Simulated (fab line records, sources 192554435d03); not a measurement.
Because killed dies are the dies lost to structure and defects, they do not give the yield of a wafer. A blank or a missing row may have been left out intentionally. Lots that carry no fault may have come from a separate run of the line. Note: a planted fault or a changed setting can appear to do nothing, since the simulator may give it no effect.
fab line records	flow n5Finfet
record lots=9	wafers=25	lastDay=19
route steps=1938 shown BEOL_M1@773 BEOL_M4@1111
lots untouched by any fault: they come from a run of this same line in which no faults occurred
startH: hours from the record's opening day to when the first of the lot's shown wafers began	waitH: hours from the lot's prior step to this one	" repeats the value in the row above	L1.1+2: a row that stands for several wafers	- no value present, or no start provided	* or withheld: withheld	< > ~ a bound
route shown NAME@n: names a module that has steps shown in the file, with the first one's number in the route	usual: mean and standard deviation over wafers with no fault	same: alike in all rows	chamber/n: place in a boat	sites: each site's reading	_std_site: their standard deviation	_edge_site: the outer-site mean with the inner-site mean subtracted	radiusMm: for every site, how far away it sits from the centre of the wafer	mask NAME#n: copy n	behind: the last tool/chamber to shape the wafer	hold: why the lot was held/for how many hours/how that ended	device: transistor that didn't switch, given as n, p or np	end of line: tests run on the same wafers once the route is complete	a step without rows: its recipe alone	killed: count of dies lost to structure and defects at first sort (not the wafer's yield)	map: a wafer's dies, marking killed ones x, the rest . and places with no die _
set.NAME: the setting that was run; set.NAME@STEP: the one run at that earlier step	model.NAME: the simulator's own value behind a step, which no gauge read
route steps across a sampled set of lots; one table per step, one row per wafer
services: when a tool's chamber went out of use (startH, in hours from the record's first day, below 0 if earlier), for how many hours, and the reason
## steps
# step N5_BEOL_M1_STRIP_66
# recipe chemistry=CF4	resist=SiARC	powerW=300	biasPowerW=75	pressureMtorr=50	cf4FlowSccm=150	rfFrequencyHz=6e+07
# usual cf4FlowSccm=150.0/0.42	drypumpMotorCurrentA=5.9/0.32	oesProductAu=0.80/0.096	rfVppV=272.0/1.4	showerheadPlenumPTorr=1.84/0.047	throttleValvePct=13.65/0.26
lot.wafer	tool	chamber	startH	waitH	cf4FlowSccm	drypumpMotorCurrentA	oesProductAu	rfHoursCounterH	rfVppV	showerheadPlenumPTorr	throttleValvePct
L342.1	rieDiel-02	0	131.70	0.0	149.3	5.5	0.76	147	272.1	1.87	13.97
L342.4	"	3	"	"	149.1	6.2	0.94	11	272.0	1.90	13.30
L342.6	"	0	"	"	149.6	5.4	0.76	-	272.6	1.87	13.98
L343.2	rieDiel-01	2	135.07	0.0	150.2	5.8	0.70	241	268.8	1.70	13.91
L343.3	"	1	"	"	149.6	5.8	0.69	235	272.5	1.84	14.00
L344.2	rieDiel-01	2	135.55	0.0	150.1	5.8	0.69	241	269.2	1.70	13.89
L344.3	"	3	"	"	150.4	5.8	0.88	41	272.2	1.83	13.56
L344.4	"	1	"	"	149.9	5.8	0.69	235	272.8	1.84	14.00
L349.1	rieDiel-01	0	169.35	0.0	150.4	6.3	0.86	46	273.0	1.83	13.73
L349.3	"	3	"	"	150.1	5.8	0.86	50	272.3	1.83	13.57
L349.6	"	0	"	"	150.4	6.3	0.85	-	271.2	1.83	13.71
L356.2	rieDiel-02	0	220.32	0.0	149.6	5.5	0.74	177	273.3	1.86	14.05
L356.3	"	2	"	"	150.2	6.2	0.68	224	271.6	1.79	13.67
L356.5	"	2	"	"	150.0	6.2	0.68	-	269.7	1.79	13.67
L357.1	rieDiel-01	3	220.74	0.0	149.4	5.8	0.84	70	272.0	1.82	13.62
L357.6	"	3	"	"	150.2	5.8	0.84	-	271.3	1.82	13.61
L358.1	rieDiel-02	2	224.69	0.0	151.1	6.1	0.68	226	271.4	1.78	13.67
L358.4	"	1	"	"	149.9	5.7	0.90	18	270.9	1.84	13.28
L358.6	"	0	"	"	150.2	5.5	0.73	-	273.4	1.86	14.05
L361.3	rieDiel-05	0	244.01	0.0	150.5	6.1	0.69	229	271.7	1.86	13.92
L361.5	"	2	"	"	149.2	5.0	0.72	-	268.4	1.71	13.57
L361.6	"	0	"	"	150.6	6.1	0.68	-	272.2	1.86	13.91
L363.3	rieDiel-02	0	253.48	0.0	150.4	5.5	0.73	186	273.2	1.86	14.06
L363.4	"	1	"	"	149.7	5.7	0.89	26	271.8	1.83	13.29
L363.5	"	1	"	"	150.4	5.7	0.88	-	273.4	1.83	13.30
# step N5_BEOL_M1_HM_OPEN_17
# recipe chemistry=Cl2/BCl3	targetDepthA=200	overetchA=60	target=TiN	maskMaterial=SOC	ionEnergyEv=150	pressureMtorr=10	icpW=1000	biasW=126	Cl2_flow_sccm=53.25	bcl3FlowSccm=21.75	Ar_flow_sccm=25
# usual drypumpMotorCurrentA=5.7/0.6	oesProductAu=0.62/0.08	throttleValvePct=22.17/0.22
lot.wafer	tool	chamber	startH	waitH	drypumpMotorCurrentA	oesProductAu	rfHoursCounterH	throttleValvePct
L342.1	rieMetal-03	1	131.74	0.0	5.1	0.67	41	21.93
L342.4	"	0	"	"	5.3	0.55	-	22.31
L342.6	"	0	"	"	5.3	0.54	-	22.34
L343.2	rieMetal-01	1	135.11	0.0	5.0	0.54	106	22.22
L343.3	"	1	"	"	5.1	0.54	-	22.23
L344.2	rieMetal-01	0	135.59	0.0	6.7	0.66	41	22.45
L344.3	"	1	"	"	5.1	0.54	-	22.23
L344.4	"	0	"	"	6.7	0.66	-	22.45
L349.1	rieMetal-02	0	169.39	0.0	5.6	0.75	13	21.80
L349.3	"	0	"	"	5.7	0.76	-	21.80
L349.6	"	0	"	"	5.7	0.75	-	21.80
L356.2	rieMetal-03	0	220.36	0.0	5.3	0.54	130	22.30
L356.3	"	1	"	"	5.1	0.65	-	21.95
L356.5	"	0	"	"	5.3	0.54	-	22.32
L357.1	rieMetal-02	1	220.78	0.0	5.9	0.56	104	22.30
L357.6	"	1	"	"	5.9	0.56	-	22.29
L358.1	rieMetal-01	0	224.73	0.0	6.7	0.66	48	22.45
L358.4	"	1	"	"	5.1	0.53	-	22.24
L358.6	"	0	"	"	6.7	0.65	-	22.44
L361.3	rieMetal-03	1	244.12	0.1	5.1	0.64	-	21.96
L361.5	"	1	"	"	5.1	0.64	-	21.99
L361.6	"	1	"	"	5.1	0.65	-	21.97
L363.3	rieMetal-02	1	253.55	0.1	5.9	0.56	-	22.29
L363.4	"	0	"	"	5.6	0.72	-	21.83
L363.5	"	1	"	"	5.9	0.56	-	22.30
# step N5_BEOL_M1_ETCH_69
# recipe chemistry=CF4	target=SiARC	targetDepthA=156	maskMaterial=CAR-EUV	timeS=26	ionEnergyEv=80	pressureMtorr=40	sourceW=545	biasW=36	Ar_flow_sccm=100	cf4FlowSccm=100	ends=cleared
# usual cf4FlowSccm=100.1/0.3	drypumpMotorCurrentA=5.9/0.34	etchRfOnTimeS=26.0/0.5	oesProductAu=0.68/0.09	rfVppV=184.5/1.2	showerheadPlenumPTorr=2.18/0.062	throttleValvePct=15.71/0.2
lot.wafer	tool	chamber	startH	waitH	cf4FlowSccm	drypumpMotorCurrentA	etchRfOnTimeS	oesProductAu	rfHoursCounterH	rfVppV	showerheadPlenumPTorr	throttleValvePct
L342.1	rieDiel-02	1	132.64	0.0	100.0	5.7	27.0	0.56	248	186.2	2.20	15.80
L342.4	"	2	"	"	100.3	6.2	26.7	0.58	200	183.7	2.13	15.56
L342.6	"	3	"	"	99.8	6.2	25.3	0.81	-	185.7	2.26	15.36
L343.2	rieDiel-05	1	135.80	0.0	100.3	6.0	25.8	0.67	124	183.9	2.15	15.61
L343.3	"	3	"	"	100.0	5.8	25.8	0.60	221	184.3	2.20	15.87
L344.2	rieDiel-02	3	136.39	0.0	99.8	6.3	25.3	0.81	13	186.1	2.26	15.36
L344.3	"	1	"	"	100.2	5.7	26.6	0.57	249	185.8	2.20	15.81
L344.4	"	2	"	"	100.0	6.2	26.8	0.59	201	184.5	2.13	15.58
L349.1	rieDiel-01	3	170.06	0.0	100.5	5.8	25.8	0.75	50	183.0	2.18	15.63
L349.3	"	1	"	"	100.4	5.8	25.5	0.60	245	185.0	2.20	16.06
L349.6	"	1	"	"	99.8	5.8	25.6	0.60	-	183.6	2.20	16.06
L356.2	rieDiel-01	2	221.31	0.0	100.5	5.9	25.2	0.83	13	185.7	2.26	15.40
L356.3	"	0	"	"	99.7	6.3	25.7	0.72	68	184.6	2.18	15.81
L356.5	"	2	"	"	99.9	5.9	25.1	0.83	-	185.2	2.27	15.40
L357.1	rieDiel-01	2	221.62	0.0	99.7	5.9	25.4	0.82	13	186.5	2.26	15.40
L357.6	"	3	"	"	100.0	5.8	25.9	0.73	-	183.3	2.17	15.69
L358.1	rieDiel-05	0	225.40	0.0	100.2	6.1	27.1	0.58	226	186.4	2.21	15.89
L358.4	"	3	"	"	100.1	5.8	26.4	0.58	247	184.5	2.19	15.91
L358.6	"	2	"	"	99.8	5.0	26.1	0.62	-	182.6	2.05	15.56
L361.3	rieDiel-05	0	244.82	0.0	100.3	6.1	26.6	0.58	230	184.9	2.21	15.89
L361.5	"	0	"	"	100.2	6.1	26.6	0.59	-	184.7	2.21	15.89
L361.6	"	2	"	"	99.7	5.1	25.7	0.63	-	182.8	2.05	15.57
L363.3	rieDiel-05	0	254.22	0.0	100.7	6.1	26.4	0.57	233	184.1	2.21	15.89
L363.4	"	2	"	"	100.1	5.0	25.4	0.63	-	180.2	2.05	15.59
L363.5	"	0	"	"	100.4	6.1	26.2	0.58	-	184.7	2.21	15.89
# step N5_BEOL_M1_ALD_98
# recipe material=SiO2	targetThkA=25	tempC=100	aldPrecursorFamily=BDEAS	aldCoReactant=O2-plasma	pulseTimeS=1	coReactantPulseTimeS=1	purgeTimeS=2	coReactantPurgeTimeS=2	aldCycles=17	pressureTorr=2
# usual chamberPressureTorr=2.001/0.0047	heaterPowerW=80/9.2	precursorPulseHeightRel=1.002/0.019	susceptorTempC=100.00/0.12
lot.wafer	tool	chamber	startH	waitH	chamberPressureTorr	heaterPowerW	precursorPulseHeightRel	susceptorTempC
L342.1	aldSin-02	1	133.14	0.5	2.007	94	0.975	100.13
L342.4	"	2	"	"	1.997	82	0.973	99.98
L342.6	"	3	"	"	1.999	88	1.029	100.09
L343.2	aldSin-03	2	135.88	0.1	2.009	86	0.975	99.91
L343.3	"	0	"	"	2.000	78	0.985	99.72
L344.2	aldSin-03	3	136.50	0.1	2.006	62	0.993	100.09
L344.3	"	2	"	"	2.007	85	0.988	100.10
L344.4	"	1	"	"	1.999	77	1.002	100.08
L349.1	aldSin-03	1	170.14	0.1	1.998	77	1.016	99.83
L349.3	"	0	"	"	2.002	83	1.007	102.49
L349.6	"	2	"	"	1.998	84	0.997	100.12
L356.2	aldSin-02	0	221.65	0.3	2.005	81	0.987	99.81
L356.3	"	1	"	"	2.002	91	0.982	100.02
L356.5	"	2	"	"	2.005	83	1.005	99.88
L357.1	aldSin-02	0	221.84	0.2	1.992	81	1.012	99.91
L357.6	"	0	"	"	2.005	81	0.999	99.89
L358.1	aldSin-01	0	225.62	0.2	1.999	71	1.035	100.01
L358.4	"	1	"	"	1.997	92	1.025	100.02
L358.6	"	1	"	"	2.000	94	0.995	99.96
L361.3	aldSin-02	3	244.90	0.1	2.004	85	1.013	100.07
L361.5	"	0	"	"	2.003	80	1.012	99.96
L361.6	"	1	"	"	2.012	94	1.003	100.08
L363.3	aldSin-02	2	254.31	0.1	2.010	81	1.001	99.92
L363.4	"	3	"	"	2.000	87	1.036	99.98
L363.5	"	2	"	"	2.001	81	1.022	100.10
# step N5_BEOL_M4_RC_MEAS_101
# usual DIBL_N=36.0/2.2	DIBL_P=36.2/2.4	IOFF_N=0.16/0.035	IOFF_P=0.21/0.037	ION_N=672/13	ION_P=461/7	SS_N=71.4/0.69	SS_P=73.2/0.75	VT_N=250/3.4	VT_P=-251/3
lot.wafer	tool	chamber	startH	waitH	DIBL_N[mV/V]	DIBL_P[mV/V]	IOFF_N[nA/um]	IOFF_P[nA/um]	ION_N[uA/um]	ION_P[uA/um]	SS_N[mV/dec]	SS_P[mV/dec]	VT_N[mV]	VT_P[mV]
L343.2	prober-01	0	202.54	0.2	38.5	37.1	0.18	0.22	671	458	72.7	73.8	247	-250
L343.3	"	0	"	"	39.2	37.9	0.21	0.24	679	458	71.8	73.9	248	-246
L342.1	prober-02	0	207.70	0.0	33.4	33.8	0.13	0.17	678	460	70.8	72.1	252	-251
L342.4	"	0	"	"	30.8	32.2	0.10	0.16	659	462	70.2	72.1	257	-254
L342.6	"	0	"	"	33.7	34.7	0.14	0.19	679	465	70.8	72.4	249	-253
L344.2	prober-01	0	207.96	0.3	37.4	36.8	0.14	0.21	676	465	71.4	73.0	254	-247
L344.3	"	0	"	"	36.3	36.0	0.13	0.20	670	468	71.3	72.5	252	-250
L344.4	"	0	"	"	33.0	32.4	0.09	0.15	649	456	70.2	72.0	257	-251
L349.1	prober-01	0	240.70	0.0	38.1	37.4	0.20	0.21	667	455	72.1	73.1	250	-252
L349.3	"	0	"	"	38.7	40.3	0.22	0.26	690	466	71.9	74.4	244	-246
L349.6	"	0	"	"	37.8	39.1	0.19	0.23	677	459	71.7	73.5	248	-252
L356.2	prober-02	0	299.60	0.2	35.1	36.3	0.15	0.22	664	461	71.1	73.1	248	-250
L356.3	"	0	"	"	35.3	35.5	0.15	0.19	677	457	70.9	73.1	251	-252
L356.5	"	0	"	"	35.8	37.0	0.16	0.23	677	463	71.8	73.0	250	-248
L358.1	prober-01	0	302.65	0.0	36.3	34.9	0.13	0.19	659	452	71.5	73.4	252	-250
L358.4	"	0	"	"	32.1	30.5	0.09	0.14	651	450	69.7	72.0	258	-256
L358.6	"	0	"	"	32.0	30.6	0.09	0.14	647	452	69.8	71.9	259	-254
L357.1	prober-02	0	303.93	0.0	34.0	34.4	0.13	0.17	664	454	71.3	72.1	252	-252
L357.6	"	0	"	"	34.9	34.8	0.14	0.18	663	455	72.2	72.4	252	-253
L361.3	prober-01	0	316.21	0.3	36.3	35.8	0.16	0.18	681	460	71.5	72.7	248	-254
L361.5	"	0	"	"	36.5	36.5	0.16	0.19	684	460	71.9	73.1	253	-252
L361.6	"	0	"	"	39.1	39.1	0.21	0.23	696	462	71.9	73.3	245	-251
L363.3	prober-02	0	338.34	0.3	37.0	38.6	0.19	0.23	689	460	71.7	74.1	247	-250
L363.4	"	0	"	"	37.4	39.4	0.20	0.23	696	470	72.3	73.4	247	-251
L363.5	"	0	"	"	35.2	37.4	0.17	0.21	681	468	71.6	73.8	250	-251
## services
tool	chamber	startH	hours	kind
aldSin-03	-	108.58	0.9	repair
rieDiel-05	1	109.28	4.8	repair
aldSin-03	-	119.99	2.8	pm
rieMetal-02	-	121.15	4.3	pm
rieMetal-03	-	128.76	2.8	pm
aldSin-03	1	130.03	1.8	repair
aldSin-01	2	130.46	7.6	repair
rieDiel-02	1	138.98	-	clean
rieDiel-02	1	138.98	-	consumableReplace:focusRing
rieDiel-02	1	138.98	11.9	scheduledDown
rieDiel-02	1	138.98	11.9	ventCycle
rieDiel-05	1	140.73	9.1	repair
rieDiel-01	3	144.44	4.0	repair
rieDiel-02	2	177.07	8.7	repair
rieMetal-02	-	181.30	1.0	repair
aldSin-03	-	194.21	6.0	pm
rieDiel-02	1	203.82	16.6	repair
rieDiel-01	3	205.00	4.9	repair
rieMetal-03	0	205.63	1.3	repair
aldSin-03	2	223.34	3.2	repair
rieDiel-05	0	227.75	9.5	repair
rieMetal-01	-	230.37	28.1	pm
aldSin-01	-	250.23	0.8	repair
rieDiel-01	3	252.29	4.1	repair
## key
firstSign step=N5_BEOL_M1_ALD_98	reading=susceptorTempC	direction=up	sigmas=22	usual=*	struck=*
effect none on later readings
metAt N5_BEOL_M1_ALD_98
struckLots L349
struckWafers L349.3
notActingAt N5_BEOL_M1_STRIP_66,N5_BEOL_M1_HM_OPEN_17,N5_BEOL_M1_ETCH_69
onsetBetween 135.88 170.14
fault kind=processParameterDrift	tool=aldSin-03	chamber=0	onsetH=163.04	steps=N5_BEOL_M1_ALD_98	channel=tempC	offset=*	shape=step	endH=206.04	actsIn=*	stated=*
